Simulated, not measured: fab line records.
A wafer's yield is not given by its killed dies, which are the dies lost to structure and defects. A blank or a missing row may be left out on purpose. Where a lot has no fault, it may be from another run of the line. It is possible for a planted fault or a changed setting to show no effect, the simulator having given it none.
Matching of chambers -- flow nand-harc -- rie-diel-05 running NHARC_A_CHANNEL_HOLE_D2_ETCH_38: 4 sister chambers
The step etches the open film in CF4, target depth 39 nm, time 65 s. 4 wafers are shown with their chamber, then 12 later ones without.

WAFERS, EACH WITH ITS CHAMBER
wafer,chamber,showerhead-plenum-p-Torr (Torr)
L086.6,3,1.68
L087.1,0,1.80
L087.2,2,1.65
L087.6,1,1.84

WAFERS WHOSE CHAMBER IS MISSING
wafer,showerhead-plenum-p-Torr (Torr)
L090.2,1.68
L090.5,1.65
L090.6,1.68
L094.2,1.80
L094.4,1.83
L094.5,1.83
L095.1,1.80
L095.2,1.65
L095.5,1.80
L097.1,1.65
L097.2,1.67
L097.3,1.80

THE CHAMBER EACH PASSED THROUGH
wafer,from the rows above,in truth
L090.2,3,3
L090.5,2,2
L090.6,3,3
L094.2,0,0
L094.4,1,1
L094.5,1,1
L095.1,0,0
L095.2,2,2
L095.5,0,0
L097.1,2,2
L097.2,3,3
L097.3,0,0
12 of 12 placed correctly. Number that these rows cannot place: 0. 0 placed wrongly.
How it was worked out, from the rows above alone: a wafer's distance from a chamber is the root of the sum, over the readings, of the square of ((its reading less the chamber's mean) divided by the reading's scatter). If the next closest chamber is less than 2 further off than the closest, the wafer can't be placed; otherwise it belongs to the closest. For every chamber, the mean is computed from those of its wafers that are shown. The scatter: root of mean squared gap, hidden wafer to nearest shown wafer, with one shown wafer a chamber.
